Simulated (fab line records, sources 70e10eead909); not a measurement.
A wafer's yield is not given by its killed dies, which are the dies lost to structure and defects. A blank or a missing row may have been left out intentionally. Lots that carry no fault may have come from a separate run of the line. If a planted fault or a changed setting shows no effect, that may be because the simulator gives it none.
Comparing a struck lot with a sound one | flow nandHarc | 15 out of 1159 route steps
Sound: these wafers, L565.1, L565.3, L565.6. Wafers struck: L566.1, L566.2, L566.3. The cause is given at the end.
Each step with rows lists, per side, the tool, then ch with its chambers, then its first start. Under that, the readings that differ: sound wafers | struck wafers | difference of the means | sigmas: that difference in standard deviations of wafers without a fault.
alike: words and numbers the same on both sides, and readings whose means are apart by under 2 such deviations; not compared: readings that were withheld, readings missing a value for some wafer, numbers with overlapping values and no deviation given by the record, and bounds like >300 which may hide the same value.
Wherever a step has rows on one side only, a row that says differs or no value, or a row with sigmas, the two part there. Numbers that have no deviation but don't overlap get no sigmas and don't part them. A reading missing from all wafers of one side parts the sides only when that side holds two or more wafers.

first, 1 step without rows for these wafers: NHARC_P_M2_PVD_20 (deposits TaN, target thk 5 nm, time 8.06 s).
NHARC_P_M2_PVD_21: deposits Cu, target thk 30 nm, time 20.49 s.
  sound on pvdSputter-01; struck on pvdSputter-02
  alike: throttleValvePct
then, 2 steps without rows for these wafers: NHARC_P_M2_ECD_22 (material Cu, target thk 400 nm); NHARC_P_M2_ANNEAL_31 (time 90 s).
NHARC_P_M2_CMP_23: polishes, t overpolish 20 s, target thk 144.3 nm.
  sound on cmp-01 ch 0,2,3, day 7 06:28; struck on cmp-03 ch 1,2,3, day 7 16:16
  alike: edgeZonePressureFrac, motorCurrentA, timeToEndpointS
NHARC_P_M2_THK_MEAS_24: measures by xrf.
  struck on filmMetro-02, day 7 16:34; sound on filmMetro-01, day 7 06:43
  alike: thkNm
after that, 1 step had no rows for these wafers: NHARC_P_M2_SRD_25.
NHARC_P_M2_INSPECT_27:
  struck on defectInspect-02, day 7 16:44; sound on defectInspect-01, day 7 06:53
  alike: rawDefectCount
NHARC_P_M2_PRE_CLEAN_32: time 12 s.
  sound on pecvd-01 ch 0,2, day 7 06:57; struck on pecvd-01 ch 0,1,2, day 7 16:48
  alike: heaterPowerW
NHARC_P_M2_DEP_33: deposits SiCN, target thk 30 nm.
  sound on pecvd-01 ch 0,2, day 7 07:02; struck on pecvd-01 ch 0,1,2, day 7 16:53
  alike: heaterPowerW
NHARC_P_BONDPAD_DEP_00: deposits SiCN, target thk 250 nm.
  sound on pecvd-01 ch 0,1,2; struck on pecvd-03 ch 0,1,2, day 7 17:19
  alike: heaterPowerW
NHARC_P_BONDPAD_CMP_32: polishes SiCN, target thk 200 nm.
  sound on cmp-03 ch 0,2,3, day 7 07:52; struck on cmp-02 ch 0,1,2, day 7 17:43
  no value came back on the struck wafers for edgeZonePressureFrac, motorCurrentA (A); on the sound wafers edgeZonePressureFrac reads 1.011 1.009 1.004
NHARC_P_BONDPAD_THK_MEAS_33: measures by ellipsometry.
  struck on filmMetro-02, day 7 17:58; sound on filmMetro-01, day 7 08:05
reading    | sound             | struck            | difference | sigmas
thkNm (nm) | 198.3 199.2 199.5 | 248.9 247.4 248.7 | +49.3      | +31
after that, 1 step had no rows for these wafers: NHARC_P_BONDPAD_SRD_34.
-- break in the record here, with 13 days between the starts of the struck wafers on either side (left off in module P_BONDPAD, picked up again in module END, where the first step shown is number 1159 on the route) --
NHARC_END_SORT_01:
  the record has rows for the struck wafers here (prober-01 ch 0, day 21 02:22) and none for the sound ones

== WHERE THEY PART ==
At NHARC_P_BONDPAD_CMP_32 first; at NHARC_END_SORT_01 last (within this record only).

WHY: the cause the simulator had injected
Entire step skipped (cmp-02, NHARC_P_BONDPAD_CMP_32), from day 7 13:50 onward. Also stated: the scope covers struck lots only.
